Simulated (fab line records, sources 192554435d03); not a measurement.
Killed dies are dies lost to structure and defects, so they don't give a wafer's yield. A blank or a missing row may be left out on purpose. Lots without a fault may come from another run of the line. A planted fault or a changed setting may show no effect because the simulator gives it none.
A struck lot beside a sound one | flow n5_finfet | 33 steps out of a route of 1938
Sound: wafers L722.1, L722.3, L722.4. Struck: wafers L709.1, L709.2, L709.3. The cause comes at the end.
At each step with rows: each side's tool, then ch and its chambers, then its first start. Under that, the readings that differ: sound wafers | struck wafers | difference of the means | sigmas: that difference in standard deviations of wafers without a fault.
alike: readings whose means differ by less than 2 such deviations, and words and numbers that are the same on both sides. not compared: withheld readings, readings that some wafer has no value for, bounds like >300 that may hide the same value, and numbers for which the record gives no deviation and whose values overlap.
The two part at a step that has a row with sigmas, a row that says differs or no value, or rows on one side only. Numbers that don't overlap but have no deviation are shown without sigmas and don't part them. A reading that every wafer of one side lacks parts them only if that side has two wafers or more.

N5_BEOL_M11_ALD_74: deposits TaN, target thk 2 nm, pulse time 2 s, purge time 3 s.
  sound on ald_metal-04 ch 0,2,3, day 15 05:35; struck on ald_metal-03 ch 0,1,3, day 12 05:20
  alike: heater_power_w, precursor_vessel_carrier_sccm
N5_BEOL_M11_SURFACE_TREAT_76:
  sound on pvd_sputter-03, day 15 07:17; struck on pvd_sputter-03, day 12 05:58
  not compared: throttle_valve_pct
then, 3 steps without rows for these wafers: N5_BEOL_M11_CVD_75 (deposits Co from CCTBA/H2, target thk 2 nm, time 138.9 s); N5_BEOL_M11_SPUTTER_48 (material Cu, target thk 12 nm, time 2 s); N5_BEOL_M11_ECD_50 (material Cu, target thk 318 nm).
N5_BEOL_M11_ANNEAL_51: time 90 s.
  sound on rtp_anneal-02 ch 0, day 15 08:26; struck on rtp_anneal-01 ch 0, day 12 07:38
  alike: wafer_temp_C_max
then, 1 step without rows for these wafers: N5_BEOL_M11_CMP_52 (polishes, stops on SiCOH lowk, t overpolish 7 s, target thk 140 nm).
N5_BEOL_M11_THK_MEAS_53: measures by xrf.
  sound on film_metro-02, day 15 09:01; struck on film_metro-02, day 12 08:14
  alike: M11_THK
then, 1 step without rows for these wafers: N5_BEOL_M11_PRE_CLEAN_55 (time 15 s).
N5_BEOL_M11_DEP_56: deposits SiCN from 3MS/NH3, target thk 30 nm, time 10.5 s.
  sound on pecvd-02 ch 0,1,2, day 15 09:05; struck on pecvd-04 ch 0,1,2, day 12 08:17
  alike: chamber_pressure_Torr, rf_fwd_power_W, showerhead_plenum_p_Torr, throttle_valve_pct
N5_BEOL_M11_RS_MEAS_57: measures by four-point-probe.
  sound on film_metro-01, day 15 09:08; struck on film_metro-02, day 12 08:22
  alike: M11_RS
N5_BEOL_M11_INSPECT_58: inspects for defects (darkfield).
  sound on defect_inspect-02, day 15 09:10; struck on defect_inspect-02, day 12 08:23
  alike: raw_defect_count
N5_BEOL_M12_ILD_DEP_00: deposits SiOC from DEMS/O2, target thk 658.92 nm, time 130.7 s.
  sound on pecvd-02 ch 0,1,2, day 15 09:13; struck on pecvd-01 ch 0,1,2, day 12 08:25
  no value came back on the struck wafers for any of 6 readings (chamber_pressure_Torr (Torr), heater_power_outer_w (W) and others); on the sound wafers chamber_pressure_Torr (Torr) reads 5.000 5.030 5.010
then, 8 steps without rows for these wafers: N5_BEOL_M12_COAT_58 (time 60 s, resist thk 89 nm); N5_BEOL_M12_COAT_04 (resist thk 400 nm); N5_BEOL_M12_EBR_06; N5_BEOL_M12_SOFTBAKE_05 (time 60 s); N5_BEOL_M12_EXPOSE_07 (exposes mask V11); N5_BEOL_M12_PEB_08 (peb time 90 s); N5_BEOL_M12_DEVELOP_09 (develop time 45 s); N5_BEOL_M12_HARDBAKE_14 (time 120 s).
N5_BEOL_M12_CD_MEAS_10: target cd 140 nm.
  sound on cd_sem-02 ch 0, day 15 09:46; struck on cd_sem-01 ch 0, day 12 08:51
  alike: cd_nm
N5_BEOL_M12_OVL_MEAS_11:
  sound on overlay-01 ch 0, day 15 09:47; struck on overlay-02 ch 0, day 12 08:53
  alike: V11_OVL
N5_BEOL_M12_INSPECT_12: inspects for defects (macro).
  sound on defect_inspect-01, day 15 09:49; struck on defect_inspect-01, day 12 08:55
  alike: raw_defect_count
then, 1 step without rows for these wafers: N5_BEOL_M12_DESCUM_15 (chemistry O2, time 7.9 s).
N5_BEOL_M12_ETCH_59: etches BARC in N2/H2, target depth 89 nm, overetch 26.7 nm, time 67.9 s.
  sound on rie_diel-01 ch 1,2, day 15 09:55; struck on rie_diel-06 ch 1,2,3, day 12 08:59
  alike: drypump_motor_current_A, oes_product_au, rf_vpp_V, showerhead_plenum_p_Torr, throttle_valve_pct
  not compared: rf_hours_counter_h
N5_BEOL_M12_VIA_ETCH_16: etches SiOC in C4F8/O2/Ar, target depth 724.8 nm.
  sound on rie_diel-01 ch 1,2, day 15 09:59; struck on rie_diel-06 ch 1,2,3, day 12 09:02
  reading                                    | sound             | struck          | difference | sigmas
  oes_product_au (a.u.)                      | 0.83 0.83 0.85    | 0.34 0.32 0.31  | -0.51      | -6
  model.etch.depth_nm (nm)                   | 644.1 641.8 667.2 | 0 0 0           | -651       |
  model.coat_of_BEOL_M12_COAT_04.thk_nm (nm) | 126.2 128 121.8   | 314.4 314.4 314 | +188.9     |
  alike: O2_flow_sccm, drypump_motor_current_A, rf_vpp_V, showerhead_plenum_p_Torr, throttle_valve_pct
N5_BEOL_M12_STRIP_63: strips in N2/H2.
  sound on plasma_asher-01 ch 0,1, day 15 10:23; struck on plasma_asher-01 ch 0,1, day 12 09:14
  reading                      | sound             | struck            | difference | sigmas
  oes_product_au (a.u.)        | 0.693 0.699 0.697 | 0.852 0.871 0.863 | +0.166     | +35
  strip_time_to_endpoint_s (s) | 43.3 43.8 42.2    | 91.6 91.6 91.5    | +48.5      | +62
  alike: drypump_motor_current_A, heater_power_w
  not compared: rf_hours_counter_h
then, 3 steps without rows for these wafers: N5_BEOL_M12_STRIP_64 (strips in N2/H2); N5_BEOL_M12_STRIP_71 (strips in post etch residue remover, time 60 s); N5_BEOL_M12_SRD_72 (time 30 s, dry time 30 s).
N5_BEOL_M12_CD_MEAS_17: target cd 140 nm.
  sound on cd_sem-03, day 15 10:36; struck on cd_sem-02, day 12 09:26
  reading    | sound             | struck | difference                    | sigmas
  cd_nm (nm) | 141.8 142.4 143.2 | - - -  | no value on the struck wafers |
then, 1 step without rows for these wafers: N5_BEOL_M12_COAT_65 (time 60 s, resist thk 300 nm).

WHERE THEY PART
First at N5_BEOL_M12_ILD_DEP_00; last, within this record, at N5_BEOL_M12_CD_MEAS_17.

WHY: what the simulator had put in
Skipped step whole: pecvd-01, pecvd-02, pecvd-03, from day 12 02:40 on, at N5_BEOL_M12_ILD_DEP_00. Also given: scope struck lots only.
